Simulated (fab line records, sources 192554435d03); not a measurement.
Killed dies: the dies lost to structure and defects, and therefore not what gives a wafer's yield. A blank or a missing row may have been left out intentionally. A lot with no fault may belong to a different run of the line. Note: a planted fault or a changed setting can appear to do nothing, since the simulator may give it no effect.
fab line records -- flow n5_finfet
record lots=6, wafers=18, last_day=17
route steps=1938 shown BEOL_M8@1392 BEOL_M9@1401 PASSIVATION@1936
lots that met no fault: taken from a fault-free run of the same line
start_h: the number of hours between the record's first day and the start of the first shown wafer of the lot -- wait_h: hours since the lot's step before -- " identical to the entry in the row above -- L1.1+2: several wafers, shown together as one row -- - no value, or no start was given -- * or withheld: withheld -- < > ~ a bound
route shown NAME@n: NAME is a module with steps in the file, n the number in the route of the first one -- usual: the fault-free wafers' mean and standard deviation -- same: alike in all rows -- chamber/n: place in a boat -- sites: readings site by site -- _std_site: standard deviation across them -- _edge_site: outer sites' mean less inner sites' -- radius_mm: how far each site lies from the wafer's centre -- mask NAME#n: copy n -- behind: the tool/chamber that last shaped the wafer -- hold: cause of the lot's hold/its duration in hours/its outcome -- device: which transistor (n, p or np) failed to switch -- end of line: tests of these same wafers at the route's end -- where a step has no rows: the recipe by itself -- killed: dies that structure and defects cost at the first sort, which is not the same as the wafer's yield -- map: the dies of a wafer, with x for killed, . for not killed, _ for no die there
set.NAME: the setting as run; set.NAME@STEP: as run at that earlier step -- model.NAME: the simulator's own value behind a step, which no gauge read
lots at some steps of the route; a table a step, a row a wafer
services: a tool's chamber out of use, with start hour (start_h, from the record's first day; less than 0 if before it), hours out, and reason
## steps
# step N5_BEOL_M8_SPUTTER_48
# recipe material=Cu, target_thk_a=100, temp_c=-20, bias_v=60, power_w=26000, chamber_pressure_pa=0.13, time_s=1.667
# step N5_BEOL_M8_ECD_50
# recipe material=Cu, target_thk_a=3000
# step N5_BEOL_M8_ANNEAL_51
# recipe temp_c=225, time_s=90, ambient=N2
# usual wafer_temp_C_max=226.02/0.24
lot.wafer,tool,chamber,start_h,wait_h,wafer_temp_C_max
L819.1,rtp_anneal-02,0,212.75,0.7,225.65
L819.4,rtp_anneal-02,0,212.75,0.7,225.75
L819.6,rtp_anneal-02,0,212.75,0.7,225.69
L824.1,rtp_anneal-02,0,233.97,0.2,225.72
L824.2,rtp_anneal-02,0,233.97,0.2,225.98
L824.3,rtp_anneal-02,0,233.97,0.2,226.01
L831.1,rtp_anneal-01,0,275.45,0.3,226.05
L831.4,rtp_anneal-01,0,275.45,0.3,225.90
L831.5,rtp_anneal-01,0,275.45,0.3,225.93
L832.1,rtp_anneal-02,0,276.16,0.1,225.85
L832.3,rtp_anneal-02,0,276.16,0.1,225.76
L832.6,rtp_anneal-02,0,276.16,0.1,226.11
L837.1,rtp_anneal-01,0,329.69,0.2,226.06
L837.3,rtp_anneal-01,0,329.69,0.2,226.22
L837.5,rtp_anneal-01,0,329.69,0.2,225.98
L841.1,rtp_anneal-02,0,342.40,0.1,225.77
L841.4,rtp_anneal-02,0,342.40,0.1,225.83
L841.5,rtp_anneal-02,0,342.40,0.1,226.21
# step N5_BEOL_M8_CMP_52
# recipe stop_on=SiCOH_lowk, t_overpolish_s=6.9, down_force_psi=1, platen_rpm=50, clearing_platen_down_force_psi=1.5, clearing_platen_rpm=50, post_cmp_clean=cu_alkaline, target_thk_nm=80, clearing_platen_pad_velocity_m_s=0.99484, pad_velocity_m_s=0.99484
# step N5_BEOL_M8_THK_MEAS_53
# recipe thk_meas_gauge=xrf, reads=Cu_of_BEOL_M8_ECD_50
# usual M8_THK=81/3.1
lot.wafer,tool,chamber,start_h,wait_h,M8_THK[nm]
L819.1,film_metro-01,-,213.34,-,86
L819.4,film_metro-01,-,213.34,-,83
L819.6,film_metro-01,-,213.34,-,85
L824.1,film_metro-02,-,234.56,-,77
L824.2,film_metro-02,-,234.56,-,83
L824.3,film_metro-02,-,234.56,-,75
L831.1,film_metro-02,-,276.04,-,82
L831.4,film_metro-02,-,276.04,-,81
L831.5,film_metro-02,-,276.04,-,80
L832.1,film_metro-01,-,277.02,-,83
L832.3,film_metro-01,-,277.02,-,80
L832.6,film_metro-01,-,277.02,-,81
L837.1,film_metro-02,-,330.28,-,81
L837.3,film_metro-02,-,330.28,-,79
L837.5,film_metro-02,-,330.28,-,78
L841.1,film_metro-02,-,342.99,-,81
L841.4,film_metro-02,-,342.99,-,83
L841.5,film_metro-02,-,342.99,-,80
# step N5_BEOL_M8_PRE_CLEAN_55
# recipe gas=NH3, time_s=15, temp_c=withheld, rf_power_w=300
# step N5_BEOL_M8_DEP_56
# recipe material=SiCN, target_thk_a=100, temp_c=withheld, precursor=3MS/NH3, pressure_torr=3, rf_w=202, time_s=17.5
# step N5_BEOL_M8_RS_MEAS_57
# recipe thk_meas_gauge=four-point-probe, reads=Cu_of_BEOL_M8_ECD_50+Co_of_BEOL_M8_CVD_78+TaN_of_BEOL_M8_ALD_77
# usual M8_RS=0.283/0.013
lot.wafer,tool,chamber,start_h,wait_h,M8_RS[ohm/sq]
L819.1,film_metro-01,-,213.47,0.1,0.265
L819.4,film_metro-01,-,213.47,0.1,0.277
L819.6,film_metro-01,-,213.47,0.1,0.268
L824.1,film_metro-02,-,234.69,0.1,0.304
L824.2,film_metro-02,-,234.69,0.1,0.279
L824.3,film_metro-02,-,234.69,0.1,0.311
L831.1,film_metro-01,-,276.20,0.1,0.279
L831.4,film_metro-01,-,276.20,0.1,0.281
L831.5,film_metro-01,-,276.20,0.1,0.285
L832.1,film_metro-02,-,277.18,0.1,0.274
L832.3,film_metro-02,-,277.18,0.1,0.287
L832.6,film_metro-02,-,277.18,0.1,0.283
L837.1,film_metro-02,-,330.41,0.1,0.280
L837.3,film_metro-02,-,330.41,0.1,0.288
L837.5,film_metro-02,-,330.41,0.1,0.293
L841.1,film_metro-01,-,343.12,0.1,0.280
L841.4,film_metro-01,-,343.12,0.1,0.272
L841.5,film_metro-01,-,343.12,0.1,0.285
# step N5_BEOL_M8_INSPECT_58
# recipe inspect_instrument=darkfield, mode=post_dep
# usual raw_defect_count=71/21
lot.wafer,tool,chamber,start_h,wait_h,raw_defect_count
L819.1,defect_inspect-02,-,213.49,0.0,48
L819.4,defect_inspect-02,-,213.49,0.0,41
L819.6,defect_inspect-02,-,213.49,0.0,49
L824.1,defect_inspect-02,-,234.72,0.0,59
L824.2,defect_inspect-02,-,234.72,0.0,56
L824.3,defect_inspect-02,-,234.72,0.0,67
L831.1,defect_inspect-02,-,276.23,0.0,80
L831.4,defect_inspect-02,-,276.23,0.0,80
L831.5,defect_inspect-02,-,276.23,0.0,110
L832.1,defect_inspect-02,-,277.21,0.0,127
L832.3,defect_inspect-02,-,277.21,0.0,98
L832.6,defect_inspect-02,-,277.21,0.0,77
L837.1,defect_inspect-01,-,330.44,0.0,88
L837.3,defect_inspect-01,-,330.44,0.0,75
L837.5,defect_inspect-01,-,330.44,0.0,49
L841.1,defect_inspect-02,-,343.15,0.0,93
L841.4,defect_inspect-02,-,343.15,0.0,73
L841.5,defect_inspect-02,-,343.15,0.0,47
# step N5_BEOL_M9_ILD_DEP_00
# recipe material=SiCOH_lowk, target_thk_a=3085.1, temp_c=300, precursor=DEMS/porogen, pressure_torr=5, rf_w=500, time_s=58
# usual heater_power_w=357/71, showerhead_plenum_p_Torr=5.740/0.015, throttle_valve_pct=13.7/0.63
lot.wafer,tool,chamber,start_h,wait_h,heater_power_w,showerhead_plenum_p_Torr,throttle_valve_pct
L819.1,pecvd-01,1,213.53,0.0,371,5.737,13.5
L819.4,pecvd-01,0,213.53,0.0,421,5.742,13.5
L819.6,pecvd-01,0,213.53,0.0,439,5.732,13.5
L824.1,pecvd-02,1,234.75,0.0,452,5.715,14.9
L824.2,pecvd-02,2,234.75,0.0,376,5.764,13.5
L824.3,pecvd-02,2,234.75,0.0,374,5.772,13.1
L831.1,pecvd-01,1,276.27,0.0,310,5.741,13.7
L831.4,pecvd-01,2,276.27,0.0,428,5.746,13.5
L831.5,pecvd-01,0,276.27,0.0,390,5.729,13.3
L832.1,pecvd-02,1,277.25,0.0,376,5.732,14.5
L832.3,pecvd-02,2,277.25,0.0,336,5.773,13.5
L832.6,pecvd-02,1,277.25,0.0,413,5.727,14.5
L837.1,pecvd-03,2,330.48,0.0,240,5.727,12.3
L837.3,pecvd-03,0,330.48,0.0,272,5.726,13.7
L837.5,pecvd-03,0,330.48,0.0,286,5.717,13.6
L841.1,pecvd-01,2,343.18,0.0,398,5.747,13.5
L841.4,pecvd-01,2,343.18,0.0,408,5.745,14.1
L841.5,pecvd-01,1,343.18,0.0,327,5.738,13.7
# step N5_BEOL_M9_CURE_71
# recipe temp_c=385, time_s=240, ambient=He/Ar, material=SiCOH_lowk
# usual lamp_power_pct=52.31/0.05, wafer_temp_C_max=387.2/0.79
lot.wafer,tool,chamber,start_h,wait_h,lamp_power_pct,wafer_temp_C_max
L819.1,uv_cure-02,0,213.64,0.1,52.27,387.6
L819.4,uv_cure-02,0,213.64,0.1,52.31,387.5
L819.6,uv_cure-02,0,213.64,0.1,52.27,387.2
L824.1,uv_cure-03,0,234.94,0.2,52.30,386.8
L824.2,uv_cure-03,0,234.94,0.2,52.42,386.9
L824.3,uv_cure-03,0,234.94,0.2,52.36,387.0
L831.1,uv_cure-03,2,276.34,0.0,52.35,386.9
L831.4,uv_cure-03,2,276.34,0.0,52.37,387.3
L831.5,uv_cure-03,2,276.34,0.0,52.33,387.5
L832.1,uv_cure-03,2,277.35,0.1,52.25,387.5
L832.3,uv_cure-03,2,277.35,0.1,52.30,387.6
L832.6,uv_cure-03,2,277.35,0.1,52.38,387.9
L837.1,uv_cure-02,0,330.58,0.1,52.37,387.4
L837.3,uv_cure-02,0,330.58,0.1,52.31,387.9
L837.5,uv_cure-02,0,330.58,0.1,52.35,387.7
L841.1,uv_cure-01,0,343.41,0.2,52.29,386.9
L841.4,uv_cure-01,0,343.41,0.2,52.40,386.7
L841.5,uv_cure-01,0,343.41,0.2,52.38,386.7
# step N5_BEOL_M9_THK_MEAS_01
# recipe reads=SiCOH_lowk_of_BEOL_M9_ILD_DEP_00
# usual M9_ILD_THK=270/3.5
lot.wafer,tool,chamber,start_h,wait_h,M9_ILD_THK[nm]
L819.1,film_metro-01,-,214.15,0.4,271
L819.4,film_metro-01,-,214.15,0.4,274
L819.6,film_metro-01,-,214.15,0.4,272
L824.1,film_metro-01,-,235.45,0.4,265
L824.2,film_metro-01,-,235.45,0.4,262
L824.3,film_metro-01,-,235.45,0.4,266
L831.1,film_metro-01,-,276.86,0.4,265
L831.4,film_metro-01,-,276.86,0.4,275
L831.5,film_metro-01,-,276.86,0.4,270
L832.1,film_metro-01,-,277.86,0.4,265
L832.3,film_metro-01,-,277.86,0.4,271
L832.6,film_metro-01,-,277.86,0.4,266
L837.1,film_metro-01,-,331.58,0.8,269
L837.3,film_metro-01,-,331.58,0.8,271
L837.5,film_metro-01,-,331.58,0.8,264
L841.1,film_metro-01,-,343.93,0.4,271
L841.4,film_metro-01,-,343.93,0.4,276
L841.5,film_metro-01,-,343.93,0.4,273
# step N5_BEOL_M9_PECVD_70
# recipe material=SiO2, target_thk_a=200, temp_c=400, precursor=TEOS/O2, pressure_torr=5.5, rf_w=450, teos_flow_sccm=53.8, gas=O2, flow_sccm=3000, time_s=22.7
# usual heater_power_w=791/150, showerhead_plenum_p_Torr=8.79/0.05, throttle_valve_pct=22.2/0.93
lot.wafer,tool,chamber,start_h,wait_h,heater_power_w,showerhead_plenum_p_Torr,throttle_valve_pct,model.SiO2_of_BEOL_M9_PECVD_70.thk_nm
L819.1,pecvd-01,0,214.19,0.0,913,8.82,21.7,19.4
L819.4,pecvd-01,1,214.19,0.0,745,8.79,22.3,20.2
L819.6,pecvd-01,0,214.19,0.0,904,8.79,21.8,19.8
L824.1,pecvd-01,1,235.49,0.0,701,8.81,22.3,19.8
L824.2,pecvd-01,2,235.49,0.0,875,8.76,22.4,20
L824.3,pecvd-01,0,235.49,0.0,953,8.76,21.8,19.2
L831.1,pecvd-01,1,276.89,0.0,803,8.81,22.3,18.8
L831.4,pecvd-01,2,276.89,0.0,845,8.77,22.1,20
L831.5,pecvd-01,0,276.89,0.0,828,8.79,21.8,18.6
L832.1,pecvd-01,0,277.90,0.0,977,8.78,21.8,18.6
L832.3,pecvd-01,2,277.90,0.0,994,8.74,22.4,20
L832.6,pecvd-01,0,277.90,0.0,977,8.81,22.0,20
L837.1,pecvd-02,2,331.61,0.0,769,8.90,21.3,20
L837.3,pecvd-02,0,331.61,0.0,531,8.77,23.5,19.8
L837.5,pecvd-02,2,331.61,0.0,773,8.93,21.8,20.2
L841.1,pecvd-02,1,343.96,0.0,995,8.76,24.0,19.8
L841.4,pecvd-02,0,343.96,0.0,468,8.78,23.6,19.8
L841.5,pecvd-02,1,343.96,0.0,1003,8.75,23.6,19.8
# step N5_BEOL_M9_HM_DEP_02
# recipe material=TiN, target_thk_a=200, temp_c=25, chamber_pressure_pa=0.49996
# step N5_BEOL_M9_COAT_59
# recipe resist=SOC, temp_c=250, time_s=60, spin_rpm=1500, resist_thk_nm=100
# step N5_BEOL_M9_COAT_60
# recipe resist=SiARC, temp_c=220, time_s=60, spin_rpm=1500, resist_thk_nm=30
# step N5_BEOL_M9_COAT_05
# recipe resist=CAR-ArF, spin_rpm=1500, resist_thk_nm=90
# step N5_BEOL_M9_EBR_07
# recipe solvent=PGMEA, ebr_width_mm=1.5
# step N5_BEOL_M9_SOFTBAKE_06
# recipe temp_c=110, time_s=60, resist=CAR-ArF
# step N5_BEOL_M9_EXPOSE_08
# recipe mask_id=M9, na=1.35, source_shape=dipole, sigma_inner=0.411, sigma_outer=0.611, polarization=te, dose_mj=53.75
# step N5_BEOL_M9_PEB_09
# recipe peb_temp_c=withheld, peb_time_s=60, resist=CAR-ArF
# step N5_BEOL_M9_DEVELOP_10
# recipe develop_time_s=30, developer=TMAH, resist=CAR-ArF, rinse_liquid=diw, dry=air_spin, dev_temp_c=23
# step N5_BEOL_M9_CD_MEAS_11
# recipe target_cd_nm=64.1, landing_energy_ev=500, detector=se_inlens, polarity=opening
# usual cd_nm=64.0/0.77
lot.wafer,tool,chamber,start_h,wait_h,cd_nm
L819.1,cd_sem-03,0,216.35,-,63.8
L819.4,cd_sem-03,0,216.35,-,64.3
L819.6,cd_sem-03,0,216.35,-,63.8
L824.1,cd_sem-01,0,236.24,-,63.3
L824.2,cd_sem-01,0,236.24,-,63.2
L824.3,cd_sem-01,0,236.24,-,63.2
L831.1,cd_sem-02,0,277.48,-,64.3
L831.4,cd_sem-02,0,277.48,-,64.7
L831.5,cd_sem-02,0,277.48,-,64.9
L832.1,cd_sem-01,0,278.33,-,63.2
L832.3,cd_sem-01,0,278.33,-,64.7
L832.6,cd_sem-01,0,278.33,-,64.5
L837.1,cd_sem-02,0,332.68,-,63.4
L837.3,cd_sem-02,0,332.68,-,63.5
L837.5,cd_sem-02,0,332.68,-,64.4
L841.1,cd_sem-03,0,346.95,-,63.3
L841.4,cd_sem-03,0,346.95,-,64.4
L841.5,cd_sem-03,0,346.95,-,65.0
# step N5_BEOL_M9_OVL_MEAS_12
# recipe points_per_wafer=44
# usual M9_OVL=0.7/0.78
lot.wafer,tool,chamber,start_h,wait_h,M9_OVL[nm]
L819.1,overlay-01,0,216.38,0.0,1.2
L819.4,overlay-01,0,216.38,0.0,0.5
L819.6,overlay-01,0,216.38,0.0,1.0
L824.1,overlay-01,0,236.27,0.0,0.2
L824.2,overlay-01,0,236.27,0.0,1.1
L824.3,overlay-01,0,236.27,0.0,1.1
L831.1,overlay-02,0,277.51,0.0,0.1
L831.4,overlay-02,0,277.51,0.0,0.1
L831.5,overlay-02,0,277.51,0.0,1.0
L832.1,overlay-01,0,278.36,0.0,1.5
L832.3,overlay-01,0,278.36,0.0,1.7
L832.6,overlay-01,0,278.36,0.0,0.4
L837.1,overlay-02,0,332.71,0.0,1.1
L837.3,overlay-02,0,332.71,0.0,1.5
L837.5,overlay-02,0,332.71,0.0,-0.2
L841.1,overlay-01,0,346.98,0.0,1.9
L841.4,overlay-01,0,346.98,0.0,1.3
L841.5,overlay-01,0,346.98,0.0,1.7
# step N5_BEOL_M9_INSPECT_13
# recipe mode=adi, inspect_instrument=brightfield
# usual raw_defect_count=429/93
lot.wafer,tool,chamber,start_h,wait_h,raw_defect_count
L819.1,defect_inspect-01,-,216.40,0.0,322
L819.4,defect_inspect-01,-,216.40,0.0,501
L819.6,defect_inspect-01,-,216.40,0.0,265
L824.1,defect_inspect-01,-,236.30,0.0,298
L824.2,defect_inspect-01,-,236.30,0.0,355
L824.3,defect_inspect-01,-,236.30,0.0,409
L831.1,defect_inspect-02,-,277.54,0.0,404
L831.4,defect_inspect-02,-,277.54,0.0,568
L831.5,defect_inspect-02,-,277.54,0.0,449
L832.1,defect_inspect-02,-,278.38,0.0,494
L832.3,defect_inspect-02,-,278.38,0.0,682
L832.6,defect_inspect-02,-,278.38,0.0,344
L837.1,defect_inspect-02,-,332.73,0.0,385
L837.3,defect_inspect-02,-,332.73,0.0,367
L837.5,defect_inspect-02,-,332.73,0.0,423
L841.1,defect_inspect-01,-,347.00,0.0,352
L841.4,defect_inspect-01,-,347.00,0.0,454
L841.5,defect_inspect-01,-,347.00,0.0,448
# step N5_BEOL_M9_DESCUM_16
# recipe chemistry=O2, time_s=7.9, source_power_w=50, bias_power_w=20, pressure_mtorr=20, rf_frequency_hz=2.712e+07, temp_c=40, resist=CAR-ArF, o2_flow_sccm=225
# step N5_BEOL_M9_ETCH_61
# recipe chemistry=CF4, target=SiARC, target_depth_a=390, mask_material=CAR-ArF, time_s=65, ion_energy_ev=80, pressure_mtorr=40, source_w=545, bias_w=36, Ar_flow_sccm=100, cf4_flow_sccm=100, ends=cleared
# step N5_BEOL_M9_ETCH_62
# recipe chemistry=N2/H2, target=SOC, target_depth_a=1100, overetch_a=220, mask_material=SiARC, temp_c=40, time_s=165, ion_energy_ev=200, pressure_mtorr=30, source_w=840, bias_w=150, n2_flow_sccm=200, h2_flow_sccm=200
# step N5_BEOL_M9_STRIP_68
# recipe chemistry=N2/H2, temp_c=40, n2_flow_sccm=200, h2_flow_sccm=200, rf_frequency_hz=6e+07
# step N5_BEOL_M9_STRIP_67
# recipe chemistry=CF4, resist=SiARC, power_w=300, bias_power_w=75, pressure_mtorr=50, cf4_flow_sccm=150, rf_frequency_hz=6e+07
# step N5_BEOL_M9_HM_OPEN_17
# recipe chemistry=Cl2/BCl3, target_depth_a=200, overetch_a=60, target=TiN, mask_material=SOC, ion_energy_ev=150, pressure_mtorr=10, icp_w=1000, bias_w=126, Cl2_flow_sccm=53.25, bcl3_flow_sccm=21.75, Ar_flow_sccm=25
# usual drypump_motor_current_A=6.0/0.39, oes_product_au=0.69/0.086, throttle_valve_pct=22.06/0.2
lot.wafer,tool,chamber,start_h,wait_h,drypump_motor_current_A,oes_product_au,rf_hours_counter_h,throttle_valve_pct
L819.1,rie_metal-01,1,216.76,0.0,5.4,0.62,65,22.06
L819.4,rie_metal-01,1,216.76,0.0,5.4,0.63,-,22.08
L819.6,rie_metal-01,1,216.76,0.0,5.4,0.63,-,22.06
L824.1,rie_metal-01,0,236.60,0.0,6.0,0.79,1,21.90
L824.2,rie_metal-01,1,236.60,0.0,5.4,0.62,70,22.07
L824.3,rie_metal-01,0,236.60,0.0,6.0,0.79,-,21.91
L831.1,rie_metal-03,1,277.84,0.0,6.0,0.66,52,21.88
L831.4,rie_metal-03,0,277.84,0.0,6.5,0.78,-,22.39
L831.5,rie_metal-03,0,277.84,0.0,6.5,0.78,-,22.40
L832.1,rie_metal-01,0,278.69,0.0,5.9,0.78,5,21.90
L832.3,rie_metal-01,1,278.69,0.0,5.4,0.61,-,22.09
L832.6,rie_metal-01,0,278.69,0.0,6.0,0.78,-,21.87
L837.1,rie_metal-01,0,333.04,0.0,5.9,0.74,10,21.93
L837.3,rie_metal-01,1,333.04,0.0,5.4,0.60,-,22.11
L837.5,rie_metal-01,0,333.04,0.0,5.9,0.74,-,21.92
L841.1,rie_metal-02,0,347.31,0.0,6.0,0.79,4,21.93
L841.4,rie_metal-02,1,347.31,0.0,6.2,0.82,-,21.70
L841.5,rie_metal-02,0,347.31,0.0,6.0,0.79,-,21.92
# step N5_BEOL_M9_STRIP_19
# recipe chemistry=O2, power_w=400, temp_c=40, pressure_mtorr=30, rf_frequency_hz=6e+07, bias_power_w=0, overash_fraction=0.2, o2_flow_sccm=225
# usual drypump_motor_current_A=5.9/0.45, oes_product_au=0.77/0.089, rf_vpp_V=3.7/0.61, showerhead_plenum_p_Torr=2.12/0.09, throttle_valve_pct=16.7/0.34
lot.wafer,tool,chamber,start_h,wait_h,drypump_motor_current_A,oes_product_au,rf_hours_counter_h,rf_vpp_V,showerhead_plenum_p_Torr,throttle_valve_pct
L819.1,rie_diel-01,2,217.00,0.2,5.4,0.73,223,4.4,1.96,16.5
L819.4,rie_diel-01,1,217.00,0.2,5.5,0.72,-,3.5,2.20,17.0
L819.6,rie_diel-01,0,217.00,0.2,5.7,0.86,-,3.4,2.12,16.1
L824.1,rie_diel-01,2,236.71,0.1,5.4,0.72,231,3.4,1.95,16.5
L824.2,rie_diel-01,3,236.71,0.1,6.0,0.65,239,2.8,1.98,16.7
L824.3,rie_diel-01,0,236.71,0.1,5.7,0.85,48,3.6,2.11,16.1
L831.1,rie_diel-06,2,277.96,0.1,6.1,0.69,216,3.6,2.01,17.3
L831.4,rie_diel-06,1,277.96,0.1,6.5,0.86,64,4.1,2.06,16.5
L831.5,rie_diel-06,2,277.96,0.1,6.1,0.70,-,3.9,2.01,17.3
L832.1,rie_diel-02,3,278.98,0.3,6.2,0.69,247,4.6,1.99,17.0
L832.3,rie_diel-02,0,278.98,0.3,5.8,0.70,218,3.4,2.18,16.8
L832.6,rie_diel-02,3,278.98,0.3,6.2,0.69,-,3.1,1.99,17.0
L837.1,rie_diel-02,1,333.15,0.1,5.7,0.81,75,3.0,2.22,16.4
L837.3,rie_diel-02,2,333.15,0.1,5.1,0.76,125,3.9,2.10,16.7
L837.5,rie_diel-02,1,333.15,0.1,5.7,0.81,-,3.8,2.22,16.4
L841.1,rie_diel-06,1,347.42,0.1,6.5,0.83,85,3.0,2.05,16.6
L841.4,rie_diel-06,2,347.42,0.1,6.1,0.68,233,4.2,2.00,17.3
L841.5,rie_diel-06,1,347.42,0.1,6.5,0.84,-,3.6,2.05,16.6
# step N5_BEOL_M9_CD_MEAS_18
# recipe pitch_nm=140, target_cd_nm=70
# usual cd_nm=69.9/0.82
lot.wafer,tool,chamber,start_h,wait_h,cd_nm
L819.1,cd_sem-01,-,217.07,0.0,69.8
L819.4,cd_sem-01,-,217.07,0.0,70.4
L819.6,cd_sem-01,-,217.07,0.0,69.2
L824.1,cd_sem-03,-,236.78,0.0,69.7
L824.2,cd_sem-03,-,236.78,0.0,69.1
L824.3,cd_sem-03,-,236.78,0.0,69.1
L831.1,cd_sem-03,-,278.03,0.0,70.1
L831.4,cd_sem-03,-,278.03,0.0,70.7
L831.5,cd_sem-03,-,278.03,0.0,69.8
L832.1,cd_sem-03,-,279.05,0.0,69.9
L832.3,cd_sem-03,-,279.05,0.0,70.5
L832.6,cd_sem-03,-,279.05,0.0,70.9
L837.1,cd_sem-02,-,333.22,0.0,68.5
L837.3,cd_sem-02,-,333.22,0.0,69.3
L837.5,cd_sem-02,-,333.22,0.0,70.0
L841.1,cd_sem-02,-,347.50,0.1,69.5
L841.4,cd_sem-02,-,347.50,0.1,70.0
L841.5,cd_sem-02,-,347.50,0.1,71.0
# step N5_BEOL_M9_COAT_63
# recipe resist=SOC, temp_c=250, time_s=60, spin_rpm=1500, resist_thk_nm=60
# step N5_BEOL_M9_COAT_64
# recipe resist=SiARC, temp_c=220, time_s=60, spin_rpm=1500, resist_thk_nm=12
# step N5_BEOL_M9_COAT_75
# recipe resist=underlayer, temp_c=205, time_s=60, spin_rpm=1500, resist_thk_nm=5
# step N5_BEOL_M9_COAT_22
# recipe resist=CAR-EUV, spin_rpm=1500, resist_thk_nm=30
# step N5_BEOL_M9_EBR_24
# recipe solvent=PGMEA, ebr_width_mm=1.5
# step N5_BEOL_M9_SOFTBAKE_23
# recipe temp_c=110, time_s=60, resist=CAR-EUV
# step N5_BEOL_M9_EXPOSE_25
# recipe mask_id=V8, na=0.33, source_shape=annular, sigma_inner=0.4, sigma_outer=0.8, polarization=unpolarized, dose_mj=37.25
# step N5_BEOL_M9_PEB_26
# recipe peb_temp_c=100, peb_time_s=60, resist=CAR-EUV
# step N5_BEOL_M9_DEVELOP_27
# recipe develop_time_s=30, developer=TMAH, resist=CAR-EUV, rinse_liquid=surfactant_rinse, dry=air_spin, dev_temp_c=23
# step N5_BEOL_M9_HM_STRIP_39
# recipe chemistry=peroxide_tin_strip, material=TiN, target_depth_a=250, temp_c=50, time_s=158
lot.wafer,tool,chamber,start_h,wait_h,model.SiO2_of_BEOL_M9_PECVD_70.thk_nm
L819.1,wet_bench-01,7,219.54,0.0,19.2
L819.4,wet_bench-01,6,219.54,0.0,20
L819.6,wet_bench-01,1,219.54,0.0,19.6
L824.1,wet_bench-04,1,237.87,0.0,19.6
L824.2,wet_bench-04,5,237.87,0.0,19.8
L824.3,wet_bench-04,4,237.87,0.0,19.2
L831.1,wet_bench-01,0,279.20,0.0,18.6
L831.4,wet_bench-01,6,279.20,0.0,19.8
L831.5,wet_bench-01,7,279.20,0.0,18.4
L832.1,wet_bench-06,4,280.91,0.0,18.4
L832.3,wet_bench-06,3,280.91,0.0,20
L832.6,wet_bench-06,6,280.91,0.0,19.8
L837.1+3,wet_bench-01,"0,3",334.55,0.0,19.8
L837.5,wet_bench-01,7,334.55,0.0,20
L841.1+4+5,wet_bench-01,"1,6,4",349.62,0.0,19.6
# step N5_PASSIVATION_PROBE_49
# usual defect_limited_yield=91.7/1.4, killed_at_M0_to_M3=32/9.7, killed_at_M4_up=14/5.5, killed_at_contacts=13/6.1, killed_at_front_end=35/10, killed_at_other=4.2/2.9, killed_dies=98/17, killed_open=63/12, killed_short=32/7.7, sort_bin_5_function=4.8/0.9, sort_bin_6_memory=3.1/0.63, sort_bin_8_speed=1/3.3, sort_n_pass=1073/41, sort_yield_pct=91/3.5
# same gross_dies=1180, killed_at_back_side=0, sort_bin_4_leakage[%]=0
lot.wafer,tool,chamber,start_h,wait_h,defect_limited_yield[%],killed_at_M0_to_M3,killed_at_M4_up,killed_at_contacts,killed_at_front_end,killed_at_other,killed_dies,killed_open,killed_short,sort_bin_5_function[%],sort_bin_6_memory[%],sort_bin_8_speed[%],sort_n_pass,sort_yield_pct[%]
L832.6,prober-02,-,342.30,0.3,91.2,32,12,5,47,8,104,69,33,4.5,4.1,0,1076,91
# killed by level:class
L832.6 FIN_SAQP:geometric_particle:open=13 DUMMY_GATE:geometric_particle:open=9 BEOL_M2:geometric_particle:open=8 BEOL_M0_SAQP:geometric_particle:open=5 MOL_CONTACT_COAG:geometric_particle:open=5 BEOL_M1:geometric_particle:open=5 FIN_SAQP:geometric_particle:short=4 BEOL_M0_SAQP:geometric_particle:short=4
## services
tool,chamber,start_h,hours,kind
rie_diel-01,3,198.80,7.3,repair
rie_diel-01,3,211.77,18.5,repair
pecvd-02,-,212.03,0.5,repair
pecvd-01,2,212.05,5.7,repair
uv_cure-01,-,216.13,1.7,repair
rie_metal-02,-,228.82,4.3,pm
pecvd-02,-,241.03,1.7,repair
uv_cure-02,-,253.89,2.1,pm
uv_cure-01,-,260.34,14.6,pm
pecvd-03,1,260.96,144.4,repair
pecvd-02,0,265.03,22.1,repair
rie_metal-01,-,265.34,0.9,repair
pecvd-01,0,265.81,-,calibration
pecvd-02,-,265.85,0.7,repair
pecvd-02,-,285.58,0.6,repair
rie_metal-03,-,304.13,0.5,repair
uv_cure-02,-,307.17,14.6,pm
rie_diel-06,2,307.54,9.9,repair
uv_cure-01,-,317.44,7.5,pm
uv_cure-02,-,323.12,4.5,pm
rie_diel-06,3,329.67,5.2,repair
rie_metal-01,1,335.49,6.8,repair
rie_diel-06,2,339.05,4.8,repair
uv_cure-03,-,345.19,24.9,pm
## key
first_sign none at tools or gauges
model_effect step=N5_BEOL_M9_PECVD_70, value=SiO2_of_BEOL_M9_PECVD_70.thk_nm, without=19.6, struck=18.67
model_effect step=N5_BEOL_M9_HM_STRIP_39, value=SiO2_of_BEOL_M9_PECVD_70.thk_nm, without=19.47, struck=18.47
met_at N5_BEOL_M9_PECVD_70
struck_wafers L831.1,L831.5,L832.1
onset_between 235.49 276.89
fault kind=process_parameter_drift, tool=pecvd-01, chamber=-, onset_h=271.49, steps=N5_BEOL_M9_PECVD_70, channel=time_s, offset=*, shape=step, end_h=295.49, scope=struck_wafers_only, acts_in=*, stated=*
